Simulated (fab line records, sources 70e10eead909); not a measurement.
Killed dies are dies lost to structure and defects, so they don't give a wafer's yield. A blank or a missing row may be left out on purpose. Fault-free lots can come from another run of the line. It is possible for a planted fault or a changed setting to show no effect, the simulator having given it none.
Which of the tools did it? || flow nand-harc || 24 lots, 72 wafers sampled, at 5 steps of a route of 1302

## WHAT THE GAUGES SHOWED, per wafer
NHARC_A_CONTACT_INSPECT_71. Usual: 76 for raw-defect-count, sd 38.
{"lot": "L075", "measured": "day 22 10:37", "on": "defect-inspect-02", "raw-defect-count": "77 63 67", "flag": ""}
{"lot": "L074", "measured": "day 22 12:13", "on": "defect-inspect-01", "raw-defect-count": "55 67 54", "flag": ""}
{"lot": "L076", "measured": "day 23 06:06", "on": "defect-inspect-01", "raw-defect-count": "24 17 22", "flag": ""}
{"lot": "L078", "measured": "day 23 20:34", "on": "defect-inspect-01", "raw-defect-count": "23 32 32", "flag": ""}
{"lot": "L077", "measured": "day 23 23:43", "on": "defect-inspect-01", "raw-defect-count": "172 135 134", "flag": ""}
{"lot": "L079", "measured": "day 24 10:04", "on": "defect-inspect-01", "raw-defect-count": "29 33 25", "flag": ""}
{"lot": "L081", "measured": "day 24 13:34", "on": "defect-inspect-01", "raw-defect-count": "73 67 52", "flag": ""}
{"lot": "L080", "measured": "day 24 14:55", "on": "defect-inspect-01", "raw-defect-count": "106 103 119", "flag": ""}
{"lot": "L082", "measured": "day 24 23:40", "on": "defect-inspect-02", "raw-defect-count": "112 128 130", "flag": ""}
{"lot": "L083", "measured": "day 25 15:50", "on": "defect-inspect-01", "raw-defect-count": "31 31 38", "flag": ""}
{"lot": "L084", "measured": "day 26 04:34", "on": "defect-inspect-02", "raw-defect-count": "75 76 63", "flag": ""}
{"lot": "L085", "measured": "day 26 19:07", "on": "defect-inspect-01", "raw-defect-count": "38 39 47", "flag": ""}
{"lot": "L086", "measured": "day 26 23:25", "on": "defect-inspect-01", "raw-defect-count": "94 92 87", "flag": ""}
{"lot": "L087", "measured": "day 27 16:49", "on": "defect-inspect-01", "raw-defect-count": "75 64 53", "flag": ""}
{"lot": "L088", "measured": "day 27 14:48", "on": "defect-inspect-02", "raw-defect-count": "134 157 159", "flag": ""}
{"lot": "L089", "measured": "day 27 22:22", "on": "defect-inspect-01", "raw-defect-count": "88 84 99", "flag": ""}
{"lot": "L091", "measured": "day 28 07:24", "on": "defect-inspect-01", "raw-defect-count": "103 138 117", "flag": ""}
{"lot": "L090", "measured": "day 28 09:05", "on": "defect-inspect-02", "raw-defect-count": "55 57 69", "flag": ""}
{"lot": "L093", "measured": "day 29 18:49", "on": "defect-inspect-01", "raw-defect-count": "63 63 82", "flag": ""}
{"lot": "L092", "measured": "day 30 02:55", "on": "defect-inspect-01", "raw-defect-count": "120 123 109", "flag": ""}
{"lot": "L094", "measured": "day 30 08:19", "on": "defect-inspect-01", "raw-defect-count": "96 94 87", "flag": ""}
{"lot": "L096", "measured": "day 30 16:38", "on": "defect-inspect-02", "raw-defect-count": "76 77 76", "flag": ""}
{"lot": "L097", "measured": "day 30 23:22", "on": "defect-inspect-02", "raw-defect-count": "110 103 90", "flag": ""}
{"lot": "L095", "measured": "day 30 23:40", "on": "defect-inspect-02", "raw-defect-count": "26 20 19", "flag": ""}

## WHICH TOOL RAN EACH LOT (tool, then ch and the chambers of the sampled wafers, then the start)
{"lot": "L075", "NHARC_A_CONTACT_DEP_29": "pecvd-03 ch 0,1, day 21 23:07", "NHARC_A_CONTACT_ETCH_51": "rie-diel-02 ch 0,2,3, day 22 03:28 or earlier", "NHARC_A_CONTACT_ETCH_118": "har-cap-etch-03 ch 0,1, day 22 03:28", "NHARC_A_CONTACT_ETCH_121": "har-cap-etch-03 ch 0,1, day 22 03:58"}
{"lot": "L074", "NHARC_A_CONTACT_DEP_29": "pecvd-03 ch 0,1,2, day 22 00:00", "NHARC_A_CONTACT_ETCH_51": "rie-diel-01 ch 0,1,3, day 22 03:52 or earlier", "NHARC_A_CONTACT_ETCH_118": "har-cap-etch-02 ch 0,1, day 22 03:52", "NHARC_A_CONTACT_ETCH_121": "har-cap-etch-02 ch 0,1, day 22 04:23"}
{"lot": "L076", "NHARC_A_CONTACT_DEP_29": "pecvd-03 ch 0,1, day 22 18:56", "NHARC_A_CONTACT_ETCH_51": "rie-diel-02 ch 0,1,2, day 22 22:59 or earlier", "NHARC_A_CONTACT_ETCH_118": "har-cap-etch-02 ch 0,1, day 22 22:59", "NHARC_A_CONTACT_ETCH_121": "har-cap-etch-02 ch 0,1, day 22 23:29"}
{"lot": "L078", "NHARC_A_CONTACT_DEP_29": "pecvd-03 ch 0,1, day 23 08:42", "NHARC_A_CONTACT_ETCH_51": "rie-diel-02 ch 0,1,2, day 23 12:54 or earlier", "NHARC_A_CONTACT_ETCH_118": "har-cap-etch-02 ch 0,1, day 23 12:54", "NHARC_A_CONTACT_ETCH_121": "har-cap-etch-02 ch 0,1, day 23 13:25"}
{"lot": "L077", "NHARC_A_CONTACT_DEP_29": "pecvd-04 ch 1,2, day 23 09:12", "NHARC_A_CONTACT_ETCH_51": "rie-diel-06 ch 0,1, day 23 13:16 or earlier", "NHARC_A_CONTACT_ETCH_118": "har-cap-etch-03 ch 0,1, day 23 13:16", "NHARC_A_CONTACT_ETCH_121": "har-cap-etch-03 ch 0,1, day 23 13:47"}
{"lot": "L079", "NHARC_A_CONTACT_DEP_29": "pecvd-04 ch 1,2, day 23 20:08", "NHARC_A_CONTACT_ETCH_51": "rie-diel-02 ch 2,3, day 24 01:20 or earlier", "NHARC_A_CONTACT_ETCH_118": "har-cap-etch-03 ch 0,1, day 24 01:20", "NHARC_A_CONTACT_ETCH_121": "har-cap-etch-03 ch 0,1, day 24 01:50"}
{"lot": "L081", "NHARC_A_CONTACT_DEP_29": "pecvd-04 ch 1,2, day 23 20:18", "NHARC_A_CONTACT_ETCH_51": "rie-diel-02 ch 0,1,2, day 24 02:11 or earlier", "NHARC_A_CONTACT_ETCH_118": "har-cap-etch-01 ch 0,1, day 24 02:11", "NHARC_A_CONTACT_ETCH_121": "har-cap-etch-01 ch 0,1, day 24 02:42"}
{"lot": "L080", "NHARC_A_CONTACT_DEP_29": "pecvd-01 ch 1,2, day 24 01:14", "NHARC_A_CONTACT_ETCH_51": "rie-diel-01 ch 0,1, day 24 05:05 or earlier", "NHARC_A_CONTACT_ETCH_118": "har-cap-etch-03 ch 0,1, day 24 05:05", "NHARC_A_CONTACT_ETCH_121": "har-cap-etch-03 ch 0,1, day 24 05:36"}
{"lot": "L082", "NHARC_A_CONTACT_DEP_29": "pecvd-01 ch 0,1, day 24 09:29", "NHARC_A_CONTACT_ETCH_51": "rie-diel-06 ch 0,1,3, day 24 13:43 or earlier", "NHARC_A_CONTACT_ETCH_118": "har-cap-etch-03 ch 0,1, day 24 13:43", "NHARC_A_CONTACT_ETCH_121": "har-cap-etch-03 ch 0,1, day 24 14:14"}
{"lot": "L083", "NHARC_A_CONTACT_DEP_29": "pecvd-01 ch 0,1, day 25 04:44", "NHARC_A_CONTACT_ETCH_51": "rie-diel-02 ch 0,2, day 25 08:40 or earlier", "NHARC_A_CONTACT_ETCH_118": "har-cap-etch-01 ch 0,1, day 25 08:40", "NHARC_A_CONTACT_ETCH_121": "har-cap-etch-01 ch 0,1, day 25 09:10"}
{"lot": "L084", "NHARC_A_CONTACT_DEP_29": "pecvd-03 ch 0,2, day 25 17:07", "NHARC_A_CONTACT_ETCH_51": "rie-diel-02 ch 0,1,3, day 25 21:01 or earlier", "NHARC_A_CONTACT_ETCH_118": "har-cap-etch-01 ch 0,1, day 25 21:01", "NHARC_A_CONTACT_ETCH_121": "har-cap-etch-01 ch 0,1, day 25 21:32"}
{"lot": "L085", "NHARC_A_CONTACT_DEP_29": "pecvd-01 ch 0,1,2, day 26 08:10", "NHARC_A_CONTACT_ETCH_51": "rie-diel-01 ch 0,1,2, day 26 12:08 or earlier", "NHARC_A_CONTACT_ETCH_118": "har-cap-etch-01 ch 0,1, day 26 12:08", "NHARC_A_CONTACT_ETCH_121": "har-cap-etch-01 ch 0,1, day 26 12:39"}
{"lot": "L086", "NHARC_A_CONTACT_DEP_29": "pecvd-03 ch 0,1,2, day 26 12:00", "NHARC_A_CONTACT_ETCH_51": "rie-diel-02 ch 0,1, day 26 16:21 or earlier", "NHARC_A_CONTACT_ETCH_118": "har-cap-etch-03 ch 0,1, day 26 16:21", "NHARC_A_CONTACT_ETCH_121": "har-cap-etch-03 ch 0,1, day 26 16:52"}
{"lot": "L087", "NHARC_A_CONTACT_DEP_29": "pecvd-01 ch 0,1,2, day 27 03:41", "NHARC_A_CONTACT_ETCH_51": "rie-diel-02 ch 1,2,3, day 27 07:52 or earlier", "NHARC_A_CONTACT_ETCH_118": "har-cap-etch-01 ch 0,1, day 27 07:52", "NHARC_A_CONTACT_ETCH_121": "har-cap-etch-01 ch 0,1, day 27 08:23"}
{"lot": "L088", "NHARC_A_CONTACT_DEP_29": "pecvd-03 ch 1,2, day 27 03:42", "NHARC_A_CONTACT_ETCH_51": "rie-diel-01 ch 0,1,3, day 27 07:48 or earlier", "NHARC_A_CONTACT_ETCH_118": "har-cap-etch-03 ch 0,1, day 27 07:48", "NHARC_A_CONTACT_ETCH_121": "har-cap-etch-03 ch 0,1, day 27 08:19"}
{"lot": "L089", "NHARC_A_CONTACT_DEP_29": "pecvd-01 ch 0,2, day 27 04:17", "NHARC_A_CONTACT_ETCH_51": "rie-diel-01 ch 0,1,2, day 27 10:14 or earlier", "NHARC_A_CONTACT_ETCH_118": "har-cap-etch-02 ch 0,1, day 27 10:14", "NHARC_A_CONTACT_ETCH_121": "har-cap-etch-02 ch 0,1, day 27 10:44"}
{"lot": "L091", "NHARC_A_CONTACT_DEP_29": "pecvd-01 ch 0,1,2, day 27 18:24", "NHARC_A_CONTACT_ETCH_51": "rie-diel-02 ch 0,3, day 27 22:31 or earlier", "NHARC_A_CONTACT_ETCH_118": "har-cap-etch-02 ch 0,1, day 27 22:31", "NHARC_A_CONTACT_ETCH_121": "har-cap-etch-02 ch 0,1, day 27 23:02"}
{"lot": "L090", "NHARC_A_CONTACT_DEP_29": "pecvd-03 ch 1,2, day 27 20:05", "NHARC_A_CONTACT_ETCH_51": "rie-diel-02 ch 0,1,3, day 27 23:55 or earlier", "NHARC_A_CONTACT_ETCH_118": "har-cap-etch-01 ch 0,1, day 27 23:55", "NHARC_A_CONTACT_ETCH_121": "har-cap-etch-01 ch 0,1, day 28 00:26"}
{"lot": "L093", "NHARC_A_CONTACT_DEP_29": "pecvd-04 ch 0,1,2, day 29 07:46", "NHARC_A_CONTACT_ETCH_51": "rie-diel-02 ch 1,2, day 29 11:46 or earlier", "NHARC_A_CONTACT_ETCH_118": "har-cap-etch-01 ch 0,1, day 29 11:46", "NHARC_A_CONTACT_ETCH_121": "har-cap-etch-01 ch 0,1, day 29 12:17"}
{"lot": "L092", "NHARC_A_CONTACT_DEP_29": "pecvd-03 ch 0,1,2, day 29 15:50", "NHARC_A_CONTACT_ETCH_51": "rie-diel-06 ch 0,2,3, day 29 19:47 or earlier", "NHARC_A_CONTACT_ETCH_118": "har-cap-etch-03 ch 0,1, day 29 19:47", "NHARC_A_CONTACT_ETCH_121": "har-cap-etch-03 ch 0,1, day 29 20:18"}
{"lot": "L094", "NHARC_A_CONTACT_DEP_29": "pecvd-04 ch 0,1,2, day 29 20:25", "NHARC_A_CONTACT_ETCH_51": "rie-diel-02 ch 1,2, day 30 00:22 or earlier", "NHARC_A_CONTACT_ETCH_118": "har-cap-etch-01 ch 0,1, day 30 00:22", "NHARC_A_CONTACT_ETCH_121": "har-cap-etch-01 ch 0,1, day 30 00:53"}
{"lot": "L096", "NHARC_A_CONTACT_DEP_29": "pecvd-04 ch 0,2, day 30 05:01", "NHARC_A_CONTACT_ETCH_51": "rie-diel-02 ch 0,2,3, day 30 09:30 or earlier", "NHARC_A_CONTACT_ETCH_118": "har-cap-etch-01 ch 0,1, day 30 09:30", "NHARC_A_CONTACT_ETCH_121": "har-cap-etch-01 ch 0,1, day 30 10:00"}
{"lot": "L097", "NHARC_A_CONTACT_DEP_29": "pecvd-03 ch 1,2, day 30 12:14", "NHARC_A_CONTACT_ETCH_51": "rie-diel-01 ch 1,2,3, day 30 16:13 or earlier", "NHARC_A_CONTACT_ETCH_118": "har-cap-etch-01 ch 0,1, day 30 16:13", "NHARC_A_CONTACT_ETCH_121": "har-cap-etch-01 ch 0,1, day 30 16:44"}
{"lot": "L095", "NHARC_A_CONTACT_DEP_29": "pecvd-01 ch 0,1,2, day 30 12:17", "NHARC_A_CONTACT_ETCH_51": "rie-diel-02 ch 0,2, day 30 16:23 or earlier", "NHARC_A_CONTACT_ETCH_118": "har-cap-etch-03 ch 0,1, day 30 16:23", "NHARC_A_CONTACT_ETCH_121": "har-cap-etch-03 ch 0,1, day 30 16:54"}
- NHARC_A_CONTACT_DEP_29: deposits SiON, target thk 100 nm.
- NHARC_A_CONTACT_ETCH_51: etches the open film in O2/COS, target depth 7000 nm, time 1820 s.
- NHARC_A_CONTACT_ETCH_118: etches the open film in C4F8/O2/Ar, time 190 s, target depth 1850 nm.
- NHARC_A_CONTACT_ETCH_121: etches the open film in C4F8/O2/Ar, time 190 s, target depth 1850 nm.

## AS READ BY THE TOOLS THEMSELVES (means over the sampled wafers that have a number; for cases with no such wafer, the mark the record gives instead)
NHARC_A_CONTACT_DEP_29. Usual: 735 W for heater-power-w, sd 130.
{"lot": "L075", "tool": "pecvd-03", "heater-power-w (W)": 637, "flag": ""}
{"lot": "L074", "tool": "pecvd-03", "heater-power-w (W)": 761, "flag": ""}
{"lot": "L076", "tool": "pecvd-03", "heater-power-w (W)": 693, "flag": ""}
{"lot": "L078", "tool": "pecvd-03", "heater-power-w (W)": 655, "flag": ""}
{"lot": "L077", "tool": "pecvd-04", "heater-power-w (W)": 881, "flag": ""}
{"lot": "L079", "tool": "pecvd-04", "heater-power-w (W)": 688, "flag": ""}
{"lot": "L081", "tool": "pecvd-04", "heater-power-w (W)": 907, "flag": ""}
{"lot": "L080", "tool": "pecvd-01", "heater-power-w (W)": 681, "flag": ""}
{"lot": "L082", "tool": "pecvd-01", "heater-power-w (W)": 729, "flag": ""}
{"lot": "L083", "tool": "pecvd-01", "heater-power-w (W)": 818, "flag": ""}
{"lot": "L084", "tool": "pecvd-03", "heater-power-w (W)": 883, "flag": ""}
{"lot": "L085", "tool": "pecvd-01", "heater-power-w (W)": 689, "flag": ""}
{"lot": "L086", "tool": "pecvd-03", "heater-power-w (W)": 721, "flag": ""}
{"lot": "L087", "tool": "pecvd-01", "heater-power-w (W)": 692, "flag": ""}
{"lot": "L088", "tool": "pecvd-03", "heater-power-w (W)": 714, "flag": ""}
{"lot": "L089", "tool": "pecvd-01", "heater-power-w (W)": 740, "flag": ""}
{"lot": "L091", "tool": "pecvd-01", "heater-power-w (W)": 687, "flag": ""}
{"lot": "L090", "tool": "pecvd-03", "heater-power-w (W)": 793, "flag": ""}
{"lot": "L093", "tool": "pecvd-04", "heater-power-w (W)": 788, "flag": ""}
{"lot": "L092", "tool": "pecvd-03", "heater-power-w (W)": 790, "flag": ""}
{"lot": "L094", "tool": "pecvd-04", "heater-power-w (W)": 780, "flag": ""}
{"lot": "L096", "tool": "pecvd-04", "heater-power-w (W)": 742, "flag": ""}
{"lot": "L097", "tool": "pecvd-03", "heater-power-w (W)": 864, "flag": ""}
{"lot": "L095", "tool": "pecvd-01", "heater-power-w (W)": 712, "flag": ""}

NHARC_A_CONTACT_ETCH_51. Usual: drypump-motor-current-A 5.8 A, standard deviation 0.37; oes-product-au 0.996 a.u., standard deviation 0.012; rf-vpp-V 313.1 V, standard deviation 2.5; showerhead-plenum-p-Torr 3.05 Torr, standard deviation 0.16; throttle-valve-pct 28.330 %, standard deviation 0.0082.
{"lot": "L075", "tool": "rie-diel-02", "drypump-motor-current-A (A)": 5.9, "oes-product-au (a.u.)": 0.991, "rf-vpp-V (V)": 313.8, "showerhead-plenum-p-Torr (Torr)": 3.05, "throttle-valve-pct (%)": 28.330, "flag": ""}
{"lot": "L074", "tool": "rie-diel-01", "drypump-motor-current-A (A)": 5.6, "oes-product-au (a.u.)": 0.990, "rf-vpp-V (V)": 312.8, "showerhead-plenum-p-Torr (Torr)": 3.07, "throttle-valve-pct (%)": 28.335, "flag": ""}
{"lot": "L076", "tool": "rie-diel-02", "drypump-motor-current-A (A)": 5.8, "oes-product-au (a.u.)": 1.001, "rf-vpp-V (V)": 312.9, "showerhead-plenum-p-Torr (Torr)": 3.05, "throttle-valve-pct (%)": 28.325, "flag": ""}
{"lot": "L078", "tool": "rie-diel-02", "drypump-motor-current-A (A)": 5.8, "oes-product-au (a.u.)": 1.004, "rf-vpp-V (V)": 313.6, "showerhead-plenum-p-Torr (Torr)": 3.05, "throttle-valve-pct (%)": 28.330, "flag": ""}
{"lot": "L077", "tool": "rie-diel-06", "drypump-motor-current-A (A)": 6.1, "oes-product-au (a.u.)": 0.988, "rf-vpp-V (V)": 316.0, "showerhead-plenum-p-Torr (Torr)": 3.23, "throttle-valve-pct (%)": 28.331, "flag": ""}
{"lot": "L079", "tool": "rie-diel-02", "drypump-motor-current-A (A)": 5.8, "oes-product-au (a.u.)": 0.994, "rf-vpp-V (V)": 311.6, "showerhead-plenum-p-Torr (Torr)": 2.93, "throttle-valve-pct (%)": 28.337, "flag": ""}
{"lot": "L081", "tool": "rie-diel-02", "drypump-motor-current-A (A)": 5.8, "oes-product-au (a.u.)": 0.997, "rf-vpp-V (V)": 313.0, "showerhead-plenum-p-Torr (Torr)": 3.04, "throttle-valve-pct (%)": 28.335, "flag": ""}
{"lot": "L080", "tool": "rie-diel-01", "drypump-motor-current-A (A)": 5.5, "oes-product-au (a.u.)": 0.989, "rf-vpp-V (V)": 313.7, "showerhead-plenum-p-Torr (Torr)": 3.10, "throttle-valve-pct (%)": 28.331, "flag": ""}
{"lot": "L082", "tool": "rie-diel-06", "drypump-motor-current-A (A)": 6.2, "oes-product-au (a.u.)": 1.004, "rf-vpp-V (V)": 315.7, "showerhead-plenum-p-Torr (Torr)": 3.22, "throttle-valve-pct (%)": 28.332, "flag": ""}
{"lot": "L083", "tool": "rie-diel-02", "drypump-motor-current-A (A)": 5.9, "oes-product-au (a.u.)": 0.997, "rf-vpp-V (V)": 313.8, "showerhead-plenum-p-Torr (Torr)": 3.03, "throttle-valve-pct (%)": 28.333, "flag": ""}
{"lot": "L084", "tool": "rie-diel-02", "drypump-motor-current-A (A)": 5.9, "oes-product-au (a.u.)": 0.997, "rf-vpp-V (V)": 313.1, "showerhead-plenum-p-Torr (Torr)": 3.05, "throttle-valve-pct (%)": 28.324, "flag": ""}
{"lot": "L085", "tool": "rie-diel-01", "drypump-motor-current-A (A)": 5.7, "oes-product-au (a.u.)": 1.000, "rf-vpp-V (V)": 313.1, "showerhead-plenum-p-Torr (Torr)": 3.06, "throttle-valve-pct (%)": 28.329, "flag": ""}
{"lot": "L086", "tool": "rie-diel-02", "drypump-motor-current-A (A)": 5.9, "oes-product-au (a.u.)": 0.994, "rf-vpp-V (V)": 315.6, "showerhead-plenum-p-Torr (Torr)": 3.17, "throttle-valve-pct (%)": 28.334, "flag": ""}
{"lot": "L087", "tool": "rie-diel-02", "drypump-motor-current-A (A)": 5.8, "oes-product-au (a.u.)": 1.002, "rf-vpp-V (V)": 311.7, "showerhead-plenum-p-Torr (Torr)": 2.92, "throttle-valve-pct (%)": 28.327, "flag": ""}
{"lot": "L088", "tool": "rie-diel-01", "drypump-motor-current-A (A)": 5.5, "oes-product-au (a.u.)": 0.988, "rf-vpp-V (V)": 313.0, "showerhead-plenum-p-Torr (Torr)": 3.05, "throttle-valve-pct (%)": 28.335, "flag": ""}
{"lot": "L089", "tool": "rie-diel-01", "drypump-motor-current-A (A)": 5.7, "oes-product-au (a.u.)": 0.998, "rf-vpp-V (V)": 312.4, "showerhead-plenum-p-Torr (Torr)": 3.06, "throttle-valve-pct (%)": 28.327, "flag": ""}
{"lot": "L091", "tool": "rie-diel-02", "drypump-motor-current-A (A)": 5.9, "oes-product-au (a.u.)": 0.984, "rf-vpp-V (V)": 312.9, "showerhead-plenum-p-Torr (Torr)": 3.05, "throttle-valve-pct (%)": 28.332, "flag": ""}
{"lot": "L090", "tool": "rie-diel-02", "drypump-motor-current-A (A)": 5.9, "oes-product-au (a.u.)": 0.997, "rf-vpp-V (V)": 313.0, "showerhead-plenum-p-Torr (Torr)": 3.05, "throttle-valve-pct (%)": 28.332, "flag": ""}
{"lot": "L093", "tool": "rie-diel-02", "drypump-motor-current-A (A)": 5.7, "oes-product-au (a.u.)": 1.008, "rf-vpp-V (V)": 310.4, "showerhead-plenum-p-Torr (Torr)": 2.91, "throttle-valve-pct (%)": 28.326, "flag": ""}
{"lot": "L092", "tool": "rie-diel-06", "drypump-motor-current-A (A)": 5.7, "oes-product-au (a.u.)": 0.993, "rf-vpp-V (V)": 315.7, "showerhead-plenum-p-Torr (Torr)": 3.21, "throttle-valve-pct (%)": 28.333, "flag": ""}
{"lot": "L094", "tool": "rie-diel-02", "drypump-motor-current-A (A)": 5.8, "oes-product-au (a.u.)": 1.004, "rf-vpp-V (V)": 311.6, "showerhead-plenum-p-Torr (Torr)": 2.91, "throttle-valve-pct (%)": 28.328, "flag": ""}
{"lot": "L096", "tool": "rie-diel-02", "drypump-motor-current-A (A)": 5.9, "oes-product-au (a.u.)": 0.993, "rf-vpp-V (V)": 312.4, "showerhead-plenum-p-Torr (Torr)": 3.03, "throttle-valve-pct (%)": 28.331, "flag": ""}
{"lot": "L097", "tool": "rie-diel-01", "drypump-motor-current-A (A)": 5.8, "oes-product-au (a.u.)": 0.993, "rf-vpp-V (V)": 312.1, "showerhead-plenum-p-Torr (Torr)": 3.01, "throttle-valve-pct (%)": 28.321, "flag": ""}
{"lot": "L095", "tool": "rie-diel-02", "drypump-motor-current-A (A)": 5.9, "oes-product-au (a.u.)": 0.998, "rf-vpp-V (V)": 312.5, "showerhead-plenum-p-Torr (Torr)": 3.02, "throttle-valve-pct (%)": 28.324, "flag": ""}

## THE ANSWER, worked out from the rows above alone
Rule: a lot counts as off when the mean over its wafers that have a number is more than 3 standard deviations away from the usual mean. A lot without any number at a reading at which 4 lots or more have one is off too. Any other lot the step has rows for is counted as sound. The gauges are gone through in route order, then the tools' own readings, and for those a lot's mean is taken as printed above. At the first step where some lot is off, the reading lying furthest off is the one used; lots without a number count as furthest.
None of the lots is off at any reading shown; this tells nothing.

## WHAT THE SIMULATOR HAD PUT IN
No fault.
